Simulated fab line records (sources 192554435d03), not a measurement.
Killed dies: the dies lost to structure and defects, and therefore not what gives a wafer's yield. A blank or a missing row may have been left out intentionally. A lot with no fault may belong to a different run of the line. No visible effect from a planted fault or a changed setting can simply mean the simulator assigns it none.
fab line records | flow n5Finfet
[record] lots = 4 | wafers = 12 | lastDay = 17
route steps=1938 shown BEOL_M4@1099 BEOL_M5@1112 PASSIVATION@1915
lots that met no fault: from a run of the same line without faults
startH: hours from the record's first day to the start of the lot's first wafer shown | waitH: how many hours have passed since the lot's step before this one | " unchanged from the row above | L1.1+2: a single row standing in for several wafers | - no value present, or no start provided | * or withheld: withheld | < > ~ a bound
route shown NAME@n: NAME is a module with steps in the file, n the number in the route of the first one | usual: mean/standard deviation taken from wafers without a fault | same: alike in all rows | chamber/n: place in a boat | sites: the reading at each site | _std_site: standard deviation across them | _edge_site: inner sites' mean taken away from outer sites' mean | radiusMm: how far each site lies from the wafer's centre | mask NAME#n: copy n | behind: tool/chamber where the wafer was last shaped | hold: cause of the lot's hold/its duration in hours/its outcome | device: whichever transistor did not switch (one of n, p or np) | end of line: at the end of the route, the tests of the same wafers | a step without rows: its recipe alone | killed: at the first sort, the dies lost to defects and structure; wafer yield is something else | map: dies across one wafer; x = killed, . = not, _ = none there
set.NAME: the setting as run; set.NAME@STEP: as run at that earlier step | model.NAME: the simulator's own value behind a step, which no gauge read
lots at some steps of the route; a table a step, a row a wafer
services: a tool's chamber out of use, with start hour (startH, from the record's first day; less than 0 if before it), hours out, and reason
[[steps]]
[step N5_BEOL_M4_ANNEAL_95]
[recipe] tempC = 400 | timeS = 240 | ambient = vacuum
[step N5_BEOL_M4_SPUTTER_96]
[recipe] material = Cu | targetThkA = 45 | tempC = -20 | chamberPressurePa = 0.07 | powerW = withheld | timeS = 8.29
[step N5_BEOL_M4_ECD_50]
[recipe] material = Cu | targetThkA = 3000
[step N5_BEOL_M4_ANNEAL_51]
[recipe] tempC = 225 | timeS = 90 | ambient = N2
[step N5_BEOL_M4_CMP_52]
[recipe] stopOn = SiOC | tOverpolishS = 6.8 | downForcePsi = 1 | platenRpm = 50 | clearingPlatenDownForcePsi = 1.5 | clearingPlatenRpm = 50 | postCmpClean = cuAlkaline | targetThkNm = 40 | clearingPlatenPadVelocityMS = 0.99484 | padVelocityMS = 0.99484
[step N5_BEOL_M4_PRE_CLEAN_60]
[recipe] gas = NH3/H2 | timeS = 15 | tempC = * | rfPowerW = 300
[step N5_BEOL_M4_CO_CAP_55]
[recipe] material = Co | targetThkA = 20 | tempC = 200 | precursor = CCTBA/H2 | pressureTorr = 30 | timeS = 102.1
[step N5_BEOL_M4_PRE_CLEAN_56]
[recipe] gas = NH3 | timeS = 15 | tempC = withheld | rfPowerW = 300
[step N5_BEOL_M4_DEP_57]
[recipe] material = SiCN | targetThkA = 80 | tempC = withheld | precursor = 3MS/NH3 | pressureTorr = 3 | rfW = 202 | timeS = 14
[step N5_BEOL_M4_RC_MEAS_101]
[usual] DIBL_N = 35.9/1.3 | DIBL_P = 35.9/1.6 | IOFF_N = 0.156/0.022 | IOFF_P = 0.205/0.023 | ION_N = 675/9 | ION_P = 463/5.6 | SS_N = 71.4/0.57 | SS_P = 73.1/0.52 | VT_N = 249.7/2.8 | VT_P = -250.2/2.5
lot.wafer | tool      | chamber | startH | waitH | DIBL_N[mV/V] | DIBL_P[mV/V] | IOFF_N[nA/um] | IOFF_P[nA/um] | ION_N[uA/um] | ION_P[uA/um] | SS_N[mV/dec] | SS_P[mV/dec] | VT_N[mV] | VT_P[mV]
L319.1    | prober-02 | 0       | 228.61 | 0.0   | 38.1         | 38.2         | 0.198         | 0.247         | 681          | 465          | 70.7         | 73.4         | 246.3    | -247.1
L319.2    | "         | 0       | "      | "     | 36.9         | 36.6         | 0.166         | 0.218         | 670          | 464          | 70.7         | 73.3         | 248.0    | -249.4
L319.3    | "         | 0       | "      | "     | 37.1         | 36.9         | 0.181         | 0.220         | 686          | 466          | 70.5         | 73.3         | 245.2    | -250.4
L321.3    | prober-02 | 0       | 233.28 | 0.3   | 36.6         | 35.9         | 0.159         | 0.220         | 682          | 467          | 71.4         | 72.7         | 248.3    | -248.0
L321.4    | "         | 0       | "      | "     | 34.5         | 33.8         | 0.131         | 0.188         | 680          | 460          | 71.2         | 72.5         | 251.7    | -251.3
L321.5    | "         | 0       | "      | "     | 37.5         | 37.5         | 0.188         | 0.251         | 693          | 467          | 71.5         | 73.6         | 245.9    | -246.2
L325.1    | prober-01 | 0       | 261.86 | 0.0   | 36.7         | 36.3         | 0.175         | 0.212         | 687          | 465          | 71.4         | 73.1         | 246.5    | -249.9
L325.2    | "         | 0       | "      | "     | 35.9         | 36.1         | 0.151         | 0.206         | 672          | 458          | 71.3         | 73.5         | 252.0    | -252.1
L325.5    | "         | 0       | "      | "     | 36.6         | 36.7         | 0.170         | 0.218         | 690          | 464          | 72.5         | 72.6         | 245.9    | -250.7
L332.1    | prober-02 | 0       | 298.27 | 0.0   | 37.7         | 36.7         | 0.173         | 0.202         | 683          | 462          | 71.7         | 73.5         | 249.6    | -254.5
L332.4    | "         | 0       | "      | "     | 37.9         | 36.8         | 0.175         | 0.203         | 681          | 460          | 72.3         | 73.8         | 248.5    | -252.4
L332.5    | "         | 0       | "      | "     | 39.2         | 38.4         | 0.201         | 0.235         | 679          | 462          | 72.1         | 73.6         | 249.6    | -252.1
[step N5_BEOL_M5_ILD_DEP_00]
[recipe] material = SiCOH_lowk | targetThkA = 1406.4 | tempC = 300 | precursor = DEMS/porogen | pressureTorr = 5 | rfW = 500 | timeS = 25.9
[step N5_BEOL_M5_CURE_79]
[recipe] tempC = 385 | timeS = 240 | ambient = He/Ar | material = SiCOH_lowk
[step N5_BEOL_M5_PECVD_70]
[recipe] material = SiO2 | targetThkA = 160 | tempC = 400 | precursor = TEOS/O2 | pressureTorr = 5.5 | rfW = 450 | teosFlowSccm = 53.8 | gas = O2 | flowSccm = 3000 | timeS = 18
[step N5_BEOL_M5_HM_DEP_02]
[recipe] material = TiN | targetThkA = 200 | tempC = 25 | chamberPressurePa = 0.49996
[step N5_BEOL_M5_COAT_59]
[recipe] resist = SOC | tempC = 250 | timeS = 60 | spinRpm = 1500 | resistThkNm = 60
[step N5_BEOL_M5_COAT_60]
[recipe] resist = SiARC | tempC = 220 | timeS = 60 | spinRpm = 1500 | resistThkNm = 12
[step N5_BEOL_M5_COAT_71]
[recipe] resist = underlayer | tempC = 205 | timeS = 60 | spinRpm = 1500 | resistThkNm = 5
[step N5_BEOL_M5_COAT_05]
[recipe] resist = CAR-EUV | spinRpm = 1500 | resistThkNm = 30
[step N5_BEOL_M5_EBR_07]
[recipe] solvent = PGMEA | ebrWidthMm = 1.5
[step N5_BEOL_M5_SOFTBAKE_06]
[recipe] tempC = 110 | timeS = 60 | resist = CAR-EUV
[step N5_BEOL_M5_EXPOSE_08]
[recipe] maskId = M5 | na = 0.33 | sourceShape = annular | sigmaInner = 0.4 | sigmaOuter = 0.8 | polarization = unpolarized | targetCdNm = 28 | doseMj = 35.75
[step N5_BEOL_M5_PEB_09]
[recipe] pebTempC = 100 | pebTimeS = 60 | resist = CAR-EUV
[step N5_BEOL_M5_DEVELOP_10]
[recipe] developTimeS = 30 | developer = TMAH | resist = CAR-EUV | rinseLiquid = surfactantRinse | dry = airSpin | devTempC = 23
[step N5_BEOL_M5_DESCUM_16]
[recipe] chemistry = O2 | timeS = 7 | sourcePowerW = 50 | biasPowerW = 20 | pressureMtorr = 20 | rfFrequencyHz = 2.712e+07 | tempC = 40 | resist = CAR-EUV | o2FlowSccm = 225
[step N5_BEOL_M5_ETCH_72]
[recipe] chemistry = N2/H2 | target = underlayer | targetDepthA = 65 | maskMaterial = CAR-EUV | timeS = 5.2 | ionEnergyEv = 200 | pressureMtorr = 30 | sourceW = 840 | biasW = 150 | n2FlowSccm = 200 | h2FlowSccm = 200 | ends = cleared
[step N5_BEOL_M5_ETCH_61]
[recipe] chemistry = CF4 | target = SiARC | targetDepthA = 156 | maskMaterial = CAR-EUV | timeS = 26 | ionEnergyEv = 80 | pressureMtorr = 40 | sourceW = 545 | biasW = 36 | Ar_flow_sccm = 100 | cf4FlowSccm = 100 | ends = cleared
[step N5_BEOL_M5_ETCH_62]
[recipe] chemistry = N2/H2 | target = SOC | targetDepthA = 750 | overetchA = 150 | maskMaterial = SiARC | tempC = 40 | timeS = 112.5 | ionEnergyEv = 200 | pressureMtorr = 30 | sourceW = 840 | biasW = 150 | n2FlowSccm = 200 | h2FlowSccm = 200
[step N5_BEOL_M5_STRIP_63]
[recipe] chemistry = N2/H2 | tempC = 40 | n2FlowSccm = 200 | h2FlowSccm = 200 | rfFrequencyHz = 6e+07
[step N5_BEOL_M5_STRIP_73]
[recipe] chemistry = N2/H2 | tempC = 40 | n2FlowSccm = 200 | h2FlowSccm = 200 | rfFrequencyHz = 6e+07
[step N5_BEOL_M5_STRIP_64]
[recipe] chemistry = CF4 | resist = SiARC | powerW = 300 | biasPowerW = 75 | pressureMtorr = 50 | cf4FlowSccm = 150 | rfFrequencyHz = 6e+07
[step N5_BEOL_M5_HM_OPEN_17]
[recipe] chemistry = Cl2/BCl3 | targetDepthA = 200 | overetchA = 60 | target = TiN | maskMaterial = SOC | ionEnergyEv = 150 | pressureMtorr = 10 | icpW = 1000 | biasW = 126 | Cl2_flow_sccm = 53.25 | bcl3FlowSccm = 21.75 | Ar_flow_sccm = 25
[step N5_BEOL_M5_STRIP_19]
[recipe] chemistry = O2 | powerW = 400 | tempC = 40 | pressureMtorr = 30 | rfFrequencyHz = 6e+07 | biasPowerW = 0 | overashFraction = 0.2 | o2FlowSccm = 225
[step N5_BEOL_M5_COAT_65]
[recipe] resist = SOC | tempC = 250 | timeS = 60 | spinRpm = 1500 | resistThkNm = 60
[step N5_BEOL_M5_COAT_66]
[recipe] resist = SiARC | tempC = 220 | timeS = 60 | spinRpm = 1500 | resistThkNm = 12
[step N5_PASSIVATION_PECVD_53]
[recipe] material = SiO2 | targetThkA = 8000 | tempC = 400 | precursor = TEOS/O2 | pressureTorr = 6.5 | rfW = withheld | teosFlowSccm = withheld | gas = O2 | flowSccm = 2650 | timeS = 169.4
[usual] susceptorTempC = 399.99/0.21
lot.wafer | tool     | chamber | startH | waitH | susceptorTempC | model.SiO2_of_PASSIVATION_PECVD_53.thkNm
L319.1    | pecvd-02 | 0       | 329.77 | 0.0   | 399.98         | 787.8
L319.2    | "        | 2       | "      | "     | 375.02         | 918.4
L319.3    | "        | 1       | "      | "     | 399.93         | 788
L321.3    | pecvd-02 | 2       | 335.69 | 0.0   | 375.24         | 921.8
L321.4    | "        | 1       | "      | "     | 400.16         | 801.2
L321.5    | "        | 0       | "      | "     | 400.00         | 803.4
L325.1    | pecvd-02 | 0       | 354.50 | 0.0   | 399.87         | 780
L325.2    | "        | 1       | "      | "     | 400.23         | 792.8
L325.5    | "        | 1       | "      | "     | 400.17         | 800.2
L332.1    | pecvd-04 | 2       | 405.29 | 0.0   | 400.06         | 798
L332.4    | "        | 1       | "      | "     | 400.54         | 802
L332.5    | "        | 2       | "      | "     | 399.82         | 808.2
[step N5_PASSIVATION_PROBE_49]
[usual] defectLimitedYield = 91.3/1.4 | killed_at_M0_to_M3 = 35/11 | killed_at_M4_up = 14/5.4 | killedAtContacts = 12/6.2 | killedAtFrontEnd = 38/11 | killedAtOther = 4.1/2.8 | killedDies = 103/17 | killedOnRim = 13/4 | killedOpen = 66/13 | killedShort = 34/8.2 | sort_bin_5_function = 5.1/0.89 | sort_bin_6_memory = 3.3/0.72 | sort_bin_8_speed = 0.00/0.0099 | sortNPass = 1077/17 | sortYieldPct = 91.3/1.4
[same] grossDies = 1180 | killedAtBackSide = 0 | sort_bin_4_leakage[%] = 0
lot.wafer | tool      | chamber | startH | waitH | defectLimitedYield[%] | killed_at_M0_to_M3 | killed_at_M4_up | killedAtContacts | killedAtFrontEnd | killedAtOther | killedDies | killedOnRim | killedOpen | killedShort | sort_bin_5_function[%] | sort_bin_6_memory[%] | sort_bin_8_speed[%] | sortNPass | sortYieldPct[%]
L319.1    | prober-02 | -       | 334.09 | 0.0   | 92.5                  | 22                 | 14              | 6                | 39               | 8             | 89         | 11          | 49         | 36          | 4.2                    | 2.6                  | 0                   | 1091      | 92.5
L319.2    | prober-02 | -       | 334.14 | 0.1   | 0                     | 26                 | 10              | 17               | 35               | 1092          | 1180       | 152         | 62         | 30          | 96.5                   | 3.4                  | 0                   | 0         | 0
L319.3    | prober-02 | -       | 334.19 | 0.1   | 90.9                  | 34                 | 12              | 19               | 36               | 6             | 107        | 15          | 77         | 29          | 5.4                    | 3.5                  | 0                   | 1073      | 90.9
L321.3    | prober-02 | -       | 339.51 | 0.1   | 0                     | 23                 | 24              | 15               | 20               | 1098          | 1180       | 152         | 51         | 34          | 97.8                   | 1.9                  | 0                   | 0         | 0
L321.4    | prober-02 | -       | 339.56 | 0.2   | 91.3                  | 26                 | 16              | 2                | 53               | 6             | 103        | 12          | 47         | 54          | 5.0                    | 3.1                  | 0                   | 1077      | 91.3
L321.5    | prober-02 | -       | 339.61 | 0.2   | 87.7                  | 56                 | 12              | 19               | 53               | 5             | 145        | 22          | 81         | 59          | 5.7                    | 6.0                  | 0                   | 1035      | 87.7
L332.1    | prober-02 | -       | 408.96 | 0.0   | 91.1                  | 42                 | 17              | 8                | 38               | 0             | 105        | 13          | 66         | 38          | 5.3                    | 3.3                  | 0                   | 1075      | 91.1
L332.4    | prober-02 | -       | 409.11 | 0.2   | 92.1                  | 32                 | 15              | 8                | 29               | 9             | 93         | 14          | 59         | 34          | 4.4                    | 2.9                  | 0                   | 1087      | 92.1
L332.5    | prober-02 | -       | 409.16 | 0.2   | 91.4                  | 33                 | 18              | 20               | 28               | 2             | 101        | 12          | 69         | 31          | 4.7                    | 3.5                  | 0                   | 1079      | 91.4
// killed by level:class
L319.1 GATE_CUT:geometricParticle:short=10 STI_FIN_REVEAL:geometricParticle:open=7 MIM_TOP_ETCH:geometricParticle:open=6 FIN_SAQP:geometricParticle:short=5 BEOL_M1:geometricParticle:open=5 DUMMY_GATE:geometricParticle:open=4 BEOL_M4:geometricParticle:short=4 MOL_CONTACT_COAG:geometricParticle:open=4
L319.2 PASSIVATION:areaPecvd=1087 MOL_CONTACT_COAG:geometricParticle:open=14 BEOL_M3:geometricParticle:open=10 FIN_SAQP:geometricParticle:short=8 STI_FIN_REVEAL:geometricParticle:open=8 BEOL_M4:geometricParticle:open=5 BEOL_M1:geometricParticle:open=4 BEOL_M1:geometricParticle:short=4
L319.3 MOL_CONTACT_COAG:geometricParticle:open=16 BEOL_M2:geometricParticle:open=10 FIN_SAQP:geometricParticle:open=8 BEOL_M3:geometricParticle:open=8 STI_FIN_REVEAL:geometricParticle:open=7 BEOL_M1:geometricParticle:open=7 DUMMY_GATE:geometricParticle:open=6 GATE_CUT:geometricParticle:short=4
L321.3 PASSIVATION:areaPecvd=1095 MOL_CONTACT_COAG:geometricParticle:open=10 BEOL_M4:geometricParticle:open=10 BEOL_M2:geometricParticle:open=8 BEOL_M4:geometricParticle:short=7 BEOL_M0_SAQP:geometricParticle:short=7 BEOL_M7:geometricParticle:open=5 MOL_CONTACT_COAG:geometricParticle:short=5
L321.4 FIN_SAQP:geometricParticle:short=21 FIN_SAQP:geometricParticle:open=13 BEOL_M1:geometricParticle:short=9 BEOL_M4:geometricParticle:open=9 BEOL_M0_SAQP:geometricParticle:short=6 BEOL_M2:geometricParticle:open=5 BEOL_M4:geometricParticle:short=5 BEOL_M0_SAQP:geometricParticle:open=4
L321.5 BEOL_M0_SAQP:geometricParticle:open=16 MOL_CONTACT_COAG:geometricParticle:open=13 BEOL_M0_SAQP:geometricParticle:short=13 BEOL_M2:geometricParticle:open=11 FIN_SAQP:geometricParticle:open=9 FIN_SAQP:geometricParticle:short=7 MOL_CONTACT_COAG:geometricParticle:short=6 DUMMY_GATE:geometricParticle:open=6
L332.1 STI_FIN_REVEAL:geometricParticle:open=16 BEOL_M0_SAQP:geometricParticle:short=14 BEOL_M0_SAQP:geometricParticle:open=9 BEOL_M4:geometricParticle:open=8 MOL_CONTACT_COAG:geometricParticle:open=7 BEOL_M3:geometricParticle:open=6 BEOL_M4:geometricParticle:short=5 FIN_SAQP:geometricParticle:open=4
L332.4 BEOL_M4:geometricParticle:open=11 BEOL_M0_SAQP:geometricParticle:short=9 BEOL_M0_SAQP:geometricParticle:open=8 GATE_CUT:geometricParticle:short=7 MOL_CONTACT_COAG:geometricParticle:open=7 BEOL_M1:geometricParticle:short=6 PASS1_DEP:geometricParticle:short=5 FIN_SAQP:geometricParticle:open=4
L332.5 MOL_CONTACT_COAG:geometricParticle:open=15 BEOL_M4:geometricParticle:open=10 BEOL_M0_SAQP:geometricParticle:short=7 BEOL_M2:geometricParticle:open=7 BEOL_M3:geometricParticle:open=6 STARTING-WAFER:geometricParticle:open=6 MOL_CONTACT_COAG:geometricParticle:short=5 BEOL_M0_SAQP:geometricParticle:open=5
// map L319.2 (x killed, . not)
_________________xxxxxxxxxxxx________________
______________xxxxxxxxxxxxxxxxxx_____________
___________xxxxxxxxxxxxxxxxxxxxxxxx__________
__________xxxxxxxxxxxxxxxxxxxxxxxxxx_________
________xxxxxxxxxxxxxxxxxxxxxxxxxxxxxx_______
_______xxxxxxxxxxxxxxxxxxxxxxxxxxxxxxxx______
______xxxxxxxxxxxxxxxxxxxxxxxxxxxxxxxxxx_____
_____xxxxxxxxxxxxxxxxxxxxxxxxxxxxxxxxxxxx____
____xxxxxxxxxxxxxxxxxxxxxxxxxxxxxxxxxxxxxx___
___xxxxxxxxxxxxxxxxxxxxxxxxxxxxxxxxxxxxxxxx__
___xxxxxxxxxxxxxxxxxxxxxxxxxxxxxxxxxxxxxxxx__
__xxxxxxxxxxxxxxxxxxxxxxxxxxxxxxxxxxxxxxxxxx_
__xxxxxxxxxxxxxxxxxxxxxxxxxxxxxxxxxxxxxxxxxx_
_xxxxxxxxxxxxxxxxxxxxxxxxxxxxxxxxxxxxxxxxxxxx
_xxxxxxxxxxxxxxxxxxxxxxxxxxxxxxxxxxxxxxxxxxxx
_xxxxxxxxxxxxxxxxxxxxxxxxxxxxxxxxxxxxxxxxxxxx
_xxxxxxxxxxxxxxxxxxxxxxxxxxxxxxxxxxxxxxxxxxxx
_xxxxxxxxxxxxxxxxxxxxxxxxxxxxxxxxxxxxxxxxxxxx
_xxxxxxxxxxxxxxxxxxxxxxxxxxxxxxxxxxxxxxxxxxxx
_xxxxxxxxxxxxxxxxxxxxxxxxxxxxxxxxxxxxxxxxxxxx
_xxxxxxxxxxxxxxxxxxxxxxxxxxxxxxxxxxxxxxxxxxxx
__xxxxxxxxxxxxxxxxxxxxxxxxxxxxxxxxxxxxxxxxxx_
__xxxxxxxxxxxxxxxxxxxxxxxxxxxxxxxxxxxxxxxxxx_
___xxxxxxxxxxxxxxxxxxxxxxxxxxxxxxxxxxxxxxxx__
___xxxxxxxxxxxxxxxxxxxxxxxxxxxxxxxxxxxxxxxx__
____xxxxxxxxxxxxxxxxxxxxxxxxxxxxxxxxxxxxxx___
_____xxxxxxxxxxxxxxxxxxxxxxxxxxxxxxxxxxxx____
______xxxxxxxxxxxxxxxxxxxxxxxxxxxxxxxxxx_____
_______xxxxxxxxxxxxxxxxxxxxxxxxxxxxxxxx______
________xxxxxxxxxxxxxxxxxxxxxxxxxxxxxx_______
__________xxxxxxxxxxxxxxxxxxxxxxxxxx_________
___________xxxxxxxxxxxxxxxxxxxxxxxx__________
______________xxxxxxxxxxxxxxxxxx_____________
_________________xxxxxxxxxxxx________________
// map L321.3 (x killed, . not)
_________________xxxxxxxxxxxx________________
______________xxxxxxxxxxxxxxxxxx_____________
___________xxxxxxxxxxxxxxxxxxxxxxxx__________
__________xxxxxxxxxxxxxxxxxxxxxxxxxx_________
________xxxxxxxxxxxxxxxxxxxxxxxxxxxxxx_______
_______xxxxxxxxxxxxxxxxxxxxxxxxxxxxxxxx______
______xxxxxxxxxxxxxxxxxxxxxxxxxxxxxxxxxx_____
_____xxxxxxxxxxxxxxxxxxxxxxxxxxxxxxxxxxxx____
____xxxxxxxxxxxxxxxxxxxxxxxxxxxxxxxxxxxxxx___
___xxxxxxxxxxxxxxxxxxxxxxxxxxxxxxxxxxxxxxxx__
___xxxxxxxxxxxxxxxxxxxxxxxxxxxxxxxxxxxxxxxx__
__xxxxxxxxxxxxxxxxxxxxxxxxxxxxxxxxxxxxxxxxxx_
__xxxxxxxxxxxxxxxxxxxxxxxxxxxxxxxxxxxxxxxxxx_
_xxxxxxxxxxxxxxxxxxxxxxxxxxxxxxxxxxxxxxxxxxxx
_xxxxxxxxxxxxxxxxxxxxxxxxxxxxxxxxxxxxxxxxxxxx
_xxxxxxxxxxxxxxxxxxxxxxxxxxxxxxxxxxxxxxxxxxxx
_xxxxxxxxxxxxxxxxxxxxxxxxxxxxxxxxxxxxxxxxxxxx
_xxxxxxxxxxxxxxxxxxxxxxxxxxxxxxxxxxxxxxxxxxxx
_xxxxxxxxxxxxxxxxxxxxxxxxxxxxxxxxxxxxxxxxxxxx
_xxxxxxxxxxxxxxxxxxxxxxxxxxxxxxxxxxxxxxxxxxxx
_xxxxxxxxxxxxxxxxxxxxxxxxxxxxxxxxxxxxxxxxxxxx
__xxxxxxxxxxxxxxxxxxxxxxxxxxxxxxxxxxxxxxxxxx_
__xxxxxxxxxxxxxxxxxxxxxxxxxxxxxxxxxxxxxxxxxx_
___xxxxxxxxxxxxxxxxxxxxxxxxxxxxxxxxxxxxxxxx__
___xxxxxxxxxxxxxxxxxxxxxxxxxxxxxxxxxxxxxxxx__
____xxxxxxxxxxxxxxxxxxxxxxxxxxxxxxxxxxxxxx___
_____xxxxxxxxxxxxxxxxxxxxxxxxxxxxxxxxxxxx____
______xxxxxxxxxxxxxxxxxxxxxxxxxxxxxxxxxx_____
_______xxxxxxxxxxxxxxxxxxxxxxxxxxxxxxxx______
________xxxxxxxxxxxxxxxxxxxxxxxxxxxxxx_______
__________xxxxxxxxxxxxxxxxxxxxxxxxxx_________
___________xxxxxxxxxxxxxxxxxxxxxxxx__________
______________xxxxxxxxxxxxxxxxxx_____________
_________________xxxxxxxxxxxx________________
[[services]]
tool     | chamber | startH | hours | kind
pecvd-02 | 2       | 349.91 | 6.0   | repair
pecvd-04 | 1       | 394.76 | 2.1   | scheduledDown
pecvd-02 | -       | 404.87 | 2.8   | pm
[[key]]
[firstSign] step = N5_PASSIVATION_PECVD_53 | reading = susceptorTempC | direction = down | sigmas = 99+ | usual = * | struck = *
[effect] step = N5_PASSIVATION_PROBE_49 | reading = killedAtOther | direction = up | sigmas = 99+ | usual = 4.1 | struck = 1095
[modelEffect] step = N5_PASSIVATION_PECVD_53 | value = SiO2_of_PASSIVATION_PECVD_53.thkNm | without = 793.1 | struck = 920.1
[moreKillsBornAt] N5_PASSIVATION_PECVD_53@pecvd-02 = 2182
metAt N5_PASSIVATION_PECVD_53
struckWafers L319.2,L321.3
laterRowsLeftOut L319.2,L321.3
[fault] kind = processParameterDrift | tool = pecvd-02 | chamber = 2 | onsetH = 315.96 | steps = N5_PASSIVATION_PECVD_53 | channel = tempC | offset = * | shape = step | endH = 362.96 | actsIn = * | stated = *
// laterRowsLeftOut: the simulator's readings of these wafers behind a module that went badly wrong aren't trusted and aren't shown, but for the sort
